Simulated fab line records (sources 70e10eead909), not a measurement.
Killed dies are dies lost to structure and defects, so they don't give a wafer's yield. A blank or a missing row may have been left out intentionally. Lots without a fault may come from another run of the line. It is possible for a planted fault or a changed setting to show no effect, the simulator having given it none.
What tool caused it?    flow nand harc    72 wafers from 24 lots sampled at 3 of the route's 1159 steps

== WHAT EACH GAUGE READ, for each wafer ==
NHARC_A_BLC_INSPECT_28.
lot   measured      on                 raw defect count
L074  day 17 22:06  defect inspect-01  318 422 311
L075  day 17 22:43  defect inspect-02  411 347 508
L077  day 18 08:10  defect inspect-01  359 386 849
L076  day 18 08:11  defect inspect-02  339 456 514
L078  day 18 14:07  defect inspect-02  297 339 311
L080  day 19 05:43  defect inspect-02  327 235 341
L081  day 19 09:01  defect inspect-01  371 395 567
L082  day 19 16:31  defect inspect-02  476 438 403
L083  day 19 16:57  defect inspect-02  619 427 509
L084  day 20 00:37  defect inspect-01  653 415 499
L079  day 20 01:01  defect inspect-02  350 275 459
L086  day 20 03:19  defect inspect-02  397 455 550
L088  day 20 03:53  defect inspect-01  360 737 554
L085  day 20 09:34  defect inspect-01  293 404 453
L087  day 20 15:21  defect inspect-02  401 374 244
L089  day 21 00:10  defect inspect-01  291 287 374
L090  day 21 13:41  defect inspect-02  326 495 406
L091  day 21 18:08  defect inspect-02  481 361 276
L092  day 21 19:46  defect inspect-01  293 395 292
L093  day 21 20:22  defect inspect-02  303 290 276
L095  day 22 01:28  defect inspect-02  259 468 292
L094  day 22 01:54  defect inspect-02  393 457 427
L096  day 22 17:23  defect inspect-02  459 299 626
L097  day 24 00:20  defect inspect-02  334 361 379

== WHICH TOOL RAN EACH LOT (tool, then ch and the chambers of the sampled wafers, then the start) ==
lot   NHARC_A_CONTACT_ETCH_31                        NHARC_A_CONTACT_ETCH_137
L074  rie diel-13 ch 0,1,2, day 17 04:23 or earlier  har cap etch-02 ch 0,1, day 17 04:23
L075  rie diel-11 ch 0,1,3, day 17 05:01 or earlier  har cap etch-01 ch 0,1, day 17 05:01
L077  rie diel-11 ch 0,1, day 17 13:46 or earlier    har cap etch-02 ch 0,1, day 17 13:46
L076  rie diel-08 ch 1,3, day 17 14:04 or earlier    har cap etch-01 ch 0,1, day 17 14:04
L078  rie diel-11 ch 0,1, day 18 02:16 or earlier    har cap etch-01 ch 0,1, day 18 02:16
L080  rie diel-11 ch 1,2, day 18 18:40 or earlier    har cap etch-03 ch 0,1, day 18 18:40
L081  rie diel-11 ch 1,2,3, day 18 21:08 or earlier  har cap etch-03 ch 0, day 18 21:08
L082  rie diel-08 ch 0,2,3, day 19 07:49 or earlier  har cap etch-02 ch 0,1, day 19 07:49
L083  rie diel-13 ch 0,3, day 19 08:22 or earlier    har cap etch-03 ch 0,1, day 19 08:22
L084  rie diel-13 ch 0,3, day 19 13:25 or earlier    har cap etch-02 ch 0,1, day 19 13:25
L079  rie diel-08 ch 0,1, day 19 13:41 or earlier    har cap etch-03 ch 0,1, day 19 13:41
L086  rie diel-08 ch 1,3, day 19 16:56 or earlier    har cap etch-02 ch 0,1, day 19 16:56
L088  rie diel-11 ch 0,1,3, day 19 16:59 or earlier  har cap etch-01 ch 0,1, day 19 16:59
L085  rie diel-11 ch 1,2,3, day 20 01:09 or earlier  har cap etch-01 ch 0,1, day 20 01:09
L087  rie diel-11 ch 0,2,3, day 20 02:31 or earlier  har cap etch-03 ch 0,1, day 20 02:31
L089  rie diel-11 ch 0,2,3, day 20 16:39 or earlier  har cap etch-03 ch 0, day 20 16:39
L090  rie diel-11 ch 0,1,3, day 20 23:27 or earlier  har cap etch-02 ch 0,1, day 20 23:27
L091  rie diel-11 ch 0,3, day 21 03:27 or earlier    har cap etch-02 ch 0,1, day 21 03:27
L092  rie diel-11 ch 1,2, day 21 05:04 or earlier    har cap etch-03 ch 0,1, day 21 05:04
L093  rie diel-11 ch 1,2,3, day 21 13:07 or earlier  har cap etch-03 ch 0,1, day 21 13:07
L095  rie diel-13 ch 1,2, day 21 15:59 or earlier    har cap etch-01 ch 0,1, day 21 15:59
L094  rie diel-11 ch 1,2, day 21 16:22 or earlier    har cap etch-03 ch 0,1, day 21 16:22
L096  rie diel-08 ch 1,2,3, day 22 07:30 or earlier  har cap etch-03 ch 0,1, day 22 07:30
L097  rie diel-11 ch 0,1,3, day 23 16:12 or earlier  har cap etch-02 ch 0,1, day 23 16:12
- NHARC_A_CONTACT_ETCH_31: etches the open film in O2/COS, target depth 2000 nm, time 520 s.
- NHARC_A_CONTACT_ETCH_137: etches the open film in C4F8/O2/Ar, time 132 s, target depth 1287 nm.

== AS READ BY THE TOOLS THEMSELVES (means over the sampled wafers that have a number; for cases with no such wafer, the mark the record gives instead) ==
NHARC_A_CONTACT_ETCH_31.
lot   tool         drypump motor current A (A)  oes product au (a.u.)  rf vpp V (V)  showerhead plenum p Torr (Torr)  throttle valve pct (%)
L074  rie diel-13  5.4                          1.004                  314.1         3.07                             28.332
L075  rie diel-11  6.2                          1.000                  314.0         3.10                             28.322
L077  rie diel-11  6.2                          0.996                  313.3         3.12                             28.328
L076  rie diel-08  6.1                          1.016                  311.7         2.97                             28.337
L078  rie diel-11  6.4                          1.006                  315.3         3.12                             28.330
L080  rie diel-11  5.7                          0.995                  315.4         3.20                             28.324
L081  rie diel-11  6.0                          1.007                  314.4         3.13                             28.339
L082  rie diel-08  5.9                          1.003                  313.8         3.11                             28.339
L083  rie diel-13  5.5                          0.989                  312.3         2.98                             28.326
L084  rie diel-13  5.5                          0.990                  312.2         2.98                             28.330
L079  rie diel-08  6.3                          1.016                  312.6         2.99                             28.337
L086  rie diel-08  5.9                          1.006                  312.4         3.01                             28.329
L088  rie diel-11  6.2                          1.005                  313.5         3.09                             28.331
L085  rie diel-11  6.0                          1.007                  314.2         3.13                             28.333
L087  rie diel-11  5.8                          1.003                  314.1         3.13                             28.330
L089  rie diel-11  5.8                          0.998                  314.8         3.12                             28.335
L090  rie diel-11  6.2                          1.000                  313.6         3.09                             28.342
L091  rie diel-11  6.0                          1.001                  313.0         3.06                             28.335
L092  rie diel-11  5.8                          1.008                  314.2         3.19                             28.332
L093  rie diel-11  6.0                          1.000                  312.8         3.13                             28.334
L095  rie diel-13  5.5                          1.006                  314.3         3.14                             28.331
L094  rie diel-11  5.7                          1.004                  315.2         3.19                             28.336
L096  rie diel-08  5.9                          1.003                  312.7         3.03                             28.330
L097  rie diel-11  6.2                          0.995                  313.9         3.08                             28.339

NHARC_A_CONTACT_ETCH_137.
lot   tool             oes air line au (a.u.)
L074  har cap etch-02  0.957
L075  har cap etch-01  0.987
L077  har cap etch-02  0.990
L076  har cap etch-01  0.981
L078  har cap etch-01  1.012
L080  har cap etch-03  0.991
L081  har cap etch-03  0.990
L082  har cap etch-02  0.994
L083  har cap etch-03  1.001
L084  har cap etch-02  0.985
L079  har cap etch-03  0.996
L086  har cap etch-02  1.007
L088  har cap etch-01  0.998
L085  har cap etch-01  1.025
L087  har cap etch-03  1.012
L089  har cap etch-03  1.006
L090  har cap etch-02  0.985
L091  har cap etch-02  1.004
L092  har cap etch-03  0.976
L093  har cap etch-03  1.011
L095  har cap etch-01  0.989
L094  har cap etch-03  1.023
L096  har cap etch-03  1.001
L097  har cap etch-02  1.010

== THE ANSWER, worked out from the rows above alone ==
Rule: usual is defined by the lots themselves. The widest of any qualifying gaps counts: lots, ordered by their means at a reading, are off when they make up no more than a third of the lots, leave a main group of 4 or more, and stand apart from it by 3 or more times the standard deviation of that group's means. If all means in a main group match to the digits the tables above print for the reading, that group is not used. A lot without any number at a reading at which 4 lots or more have one is off too. Where the step has rows for the other lots, those lots are counted as sound. The gauges are gone through in route order, then the tools' own readings, and for those a lot's mean is taken as printed above. At the first step where some lot is off, the reading lying furthest off is the one used; lots without a number count as furthest.
None of the lots is off at any reading shown; this tells nothing.

== WHAT THE SIMULATOR PUT IN ==
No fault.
